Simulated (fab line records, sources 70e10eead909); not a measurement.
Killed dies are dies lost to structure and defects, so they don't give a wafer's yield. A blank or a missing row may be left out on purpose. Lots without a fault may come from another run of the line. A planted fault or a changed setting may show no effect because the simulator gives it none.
Which tool did it? | flow nand_harc | 11 lots, 33 wafers sampled, at 7 steps of a route of 1302

WHAT THE GAUGES READ, wafer by wafer
NHARC_P_BONDPAD_THK_MEAS_33: measures by ellipsometry.
lot  | measured     | on            | thk_nm (nm)
L972 | day 7 01:12  | film_metro-02 | 200.5 199.5 198.4
L974 | day 8 08:57  | film_metro-02 | 199.7 197.8 199.4
L978 | day 9 10:35  | film_metro-01 | 198.8 198.1 203.8
L979 | day 10 02:21 | film_metro-02 | 199.9 200.0 197.7
L982 | day 11 09:06 | film_metro-01 | 198.5 199.4 198.0
L984 | day 12 11:58 | film_metro-01 | 199.6 197.7 202.3
L985 | day 12 13:01 | film_metro-02 | 199.6 201.7 200.0
L987 | day 13 08:44 | film_metro-02 | 200.4 199.2 199.8
L988 | day 13 18:50 | film_metro-01 | 198.2 198.5 200.7
L989 | day 14 15:49 | film_metro-02 | 199.9 201.5 200.8
L990 | day 14 20:08 | film_metro-02 | 200.8 197.5 199.9

NHARC_P_BONDPAD_THK_MEAS_20: measures by xrf.
lot  | measured     | on            | thk_nm (nm)
L972 | day 7 04:22  | film_metro-01 | 160.8 157.8 161.1
L974 | day 8 11:57  | film_metro-01 | 161.0 165.0 162.5
L978 | day 9 13:43  | film_metro-01 | 161.5 158.4 161.3
L979 | day 10 05:23 | film_metro-01 | 158.3 162.6 156.6
L982 | day 11 12:51 | film_metro-01 | 161.2 160.6 160.8
L984 | day 12 15:07 | film_metro-02 | 161.2 160.3 161.1
L985 | day 12 16:23 | film_metro-01 | 162.4 160.7 160.1
L987 | day 13 11:55 | film_metro-02 | 399.6 403.1 399.5
L988 | day 13 21:59 | film_metro-01 | 397.0 399.0 401.1
L989 | day 14 18:59 | film_metro-01 | 397.4 400.6 399.8
L990 | day 14 23:19 | film_metro-02 | 160.5 158.7 157.4

NHARC_P_BONDPAD_INSPECT_23.
lot  | measured     | on                | raw_defect_count
L972 | day 7 04:34  | defect_inspect-02 | 230 273 252
L974 | day 8 12:09  | defect_inspect-02 | 292 249 205
L978 | day 9 13:55  | defect_inspect-02 | 298 351 371
L979 | day 10 05:37 | defect_inspect-01 | 507 305 319
L982 | day 11 13:05 | defect_inspect-01 | 450 233 364
L984 | day 12 15:21 | defect_inspect-02 | 332 219 311
L985 | day 12 16:35 | defect_inspect-02 | 486 645 400
L987 | day 13 12:07 | defect_inspect-01 | 5987 5970 5910
L988 | day 13 22:13 | defect_inspect-02 | 6228 5920 5966
L989 | day 14 19:13 | defect_inspect-02 | 6150 6019 6122
L990 | day 14 23:32 | defect_inspect-01 | 387 327 320

NHARC_A_START_INSPECT_01.
lot  | measured     | on                | raw_defect_count
L972 | day 7 05:02  | defect_inspect-02 | 3 3 3
L974 | day 8 12:37  | defect_inspect-01 | 7 4 1
L978 | day 9 14:23  | defect_inspect-02 | 4 5 4
L979 | day 10 06:07 | defect_inspect-02 | 4 4 3
L982 | day 11 13:34 | defect_inspect-01 | 4 0 2
L984 | day 12 15:49 | defect_inspect-02 | 5 2 4
L985 | day 12 17:03 | defect_inspect-01 | 7 5 5
L990 | day 15 00:00 | defect_inspect-02 | 1 6 4

NHARC_END_SORT_01.
lot  | measured     | on        | defect_limited_yield (%) | killed_at_array | killed_at_other | killed_at_periphery | killed_dies | killed_open | killed_short | sort_bin_2_pct (%) | sort_bin_3_pct (%) | sort_bin_4_pct (%) | sort_n_pass | sort_rim_yield_pct (%) | sort_yield_pct (%)
L987 | day 30 18:03 | prober-01 | 0 0 0                    | 47 30 48        | 0 2 1           | 630 645 628         | 677 677 677 | 4 1 3       | 3 2 2        | 1.9 1.8 2.7        | 93.2 95.6 93.4     | 4.9 2.7 4.0        | 0 0 0       | 0 0 0                  | 0 0 0
L988 | day 31 01:01 | prober-02 | 0 0 0                    | 48 51 71        | 0 2 0           | 629 624 606         | 677 677 677 | 2 3 2       | 2 1 3        | 2.4 3.4 3.5        | 93.5 92.9 90.0     | 4.1 3.7 6.5        | 0 0 0       | 0 0 0                  | 0 0 0
L989 | day 32 19:52 | prober-01 | 0 0 0                    | 65 64 56        | 0 1 2           | 612 612 619         | 677 677 677 | 3 2 2       | 1 3 4        | 4.1 3.2 4.1        | 91.1 91.4 91.6     | 4.7 5.3 4.3        | 0 0 0       | 0 0 0                  | 0 0 0

WHICH TOOL RAN EACH LOT (tool, then ch and the chambers of the sampled wafers, then the start)
lot  | NHARC_P_BONDPAD_STRIP_15           | NHARC_P_BONDPAD_CMP_19
L972 | rie_diel-08 ch 0,2,3, day 7 02:22  | cmp-02 ch 1,2, day 7 04:02
L974 | rie_diel-05 ch 0,1,3, day 8 09:59  | cmp-02 ch 0,2, day 8 11:38
L978 | rie_diel-11 ch 0,2, day 9 11:46    | cmp-03 ch 0,1,2, day 9 13:25
L979 | rie_diel-08 ch 0,1, day 10 03:26   | cmp-01 ch 0,1,2, day 10 05:08
L982 | rie_diel-11 ch 1,2, day 11 10:17   | cmp-02 ch 0,3, day 11 12:32
L984 | rie_diel-05 ch 1,2,3, day 12 13:11 | cmp-01 ch 0,1,3, day 12 14:48
L985 | rie_diel-05 ch 0,1,2, day 12 14:14 | cmp-03 ch 1,2,3, day 12 16:03
L987 | rie_diel-05 ch 0,1,3, day 13 09:57 | cmp-02 ch 0,1,3, day 13 11:35
L988 | rie_diel-11 ch 0,2,3, day 13 20:02 | cmp-01 ch 0,1, day 13 21:42
L989 | rie_diel-05 ch 0,3, day 14 17:02   | cmp-01 ch 0,1, day 14 18:41
L990 | rie_diel-08 ch 0,1,3, day 14 21:23 | cmp-03 ch 1,2,3, day 14 23:02
- NHARC_P_BONDPAD_STRIP_15: strips in O2.
- NHARC_P_BONDPAD_CMP_19: polishes, t overpolish 30 s, cu recess touch 16 s, target thk 160.81 nm.

WHAT THE TOOLS THEMSELVES READ (means of the sampled wafers that have a number; where no wafer has one, the mark that the record gives instead)
NHARC_P_BONDPAD_STRIP_15.
lot  | tool        | drypump_motor_current_A (A) | mfc_ar_sccm (sccm) | oes_product_au (a.u.) | rf_vpp_V (V) | showerhead_plenum_p_Torr (Torr) | throttle_valve_pct (%)
L972 | rie_diel-08 | 5.8                         | 0.003              | 1.002                 | 58.4         | 3.59                            | 17.028
L974 | rie_diel-05 | 6.1                         | 0.009              | 1.004                 | 57.7         | 3.51                            | 17.035
L978 | rie_diel-11 | 5.6                         | 0.009              | 0.993                 | 57.4         | 3.62                            | 17.037
L979 | rie_diel-08 | 5.4                         | 0.000              | 1.013                 | 57.5         | 3.44                            | 17.039
L982 | rie_diel-11 | 5.9                         | 0.003              | 0.999                 | 57.1         | 3.38                            | 17.046
L984 | rie_diel-05 | 5.8                         | 0.012              | 0.989                 | 57.8         | 3.58                            | 17.039
L985 | rie_diel-05 | 5.8                         | 0.012              | 0.986                 | 57.7         | 3.57                            | 17.025
L987 | rie_diel-05 | 6.0                         | 0.009              | 0.997                 | 57.0         | 3.50                            | 17.035
L988 | rie_diel-11 | 5.9                         | 0.013              | 0.992                 | 58.0         | 3.62                            | 17.041
L989 | rie_diel-05 | 6.5                         | 0.000              | 0.985                 | 56.6         | 3.40                            | 17.040
L990 | rie_diel-08 | 5.5                         | 0.003              | 1.011                 | 57.7         | 3.53                            | 17.037

NHARC_P_BONDPAD_CMP_19.
lot  | tool   | edge_zone_pressure_frac | motor_current_A (A) | overpolish_run_s (s)
L972 | cmp-02 | 1.001                   | 11.3                | 29.999
L974 | cmp-02 | 0.999                   | 11.4                | 29.997
L978 | cmp-03 | 1.002                   | 11.6                | 29.999
L979 | cmp-01 | 1.002                   | 11.8                | 29.994
L982 | cmp-02 | 1.003                   | 11.7                | 29.989
L984 | cmp-01 | 0.998                   | 11.7                | 30.000
L985 | cmp-03 | 0.994                   | 11.5                | 29.988
L987 | cmp-02 | -                       | -                   | -
L988 | cmp-01 | -                       | -                   | -
L989 | cmp-01 | -                       | -                   | -
L990 | cmp-03 | 0.999                   | 11.2                | 29.999

THE ANSWER, worked out from the rows above alone
Rule: what is usual is taken from the lots themselves. Put in order of their means at a reading, lots are off if they are a third of the lots or fewer, leave a main group of 4 or more, and stand apart from it by a gap of 3 or more times the standard deviation of the main group's means; of several such gaps the widest counts. A main group whose means are all the same, to the digits that the tables above print for the reading, isn't used. A lot without any number at a reading at which 4 lots or more have one is off too. The other lots that the step has rows for count as sound. The gauges are gone through in route order, then the tools' own readings, and for those a lot's mean is taken as printed above. The first step at which some lot is off is used, and at that step the reading that is off furthest; a lot without a number counts as furthest.
Off: L987, L988, L989, at NHARC_P_BONDPAD_THK_MEAS_20 (thk_nm). The main group: mean 160.5 nm, standard deviation 1.2.
A tool fits if, at a process step before that reading, it ran every lot that is off, and no sound lot after the first of them. The gauges at NHARC_P_BONDPAD_THK_MEAS_20 aren't tried: what is off there is off at NHARC_P_BONDPAD_INSPECT_23 too, on other tools, and a gauge's error can't cause that. None of those tried fits.

WHAT THE SIMULATOR HAD PUT IN
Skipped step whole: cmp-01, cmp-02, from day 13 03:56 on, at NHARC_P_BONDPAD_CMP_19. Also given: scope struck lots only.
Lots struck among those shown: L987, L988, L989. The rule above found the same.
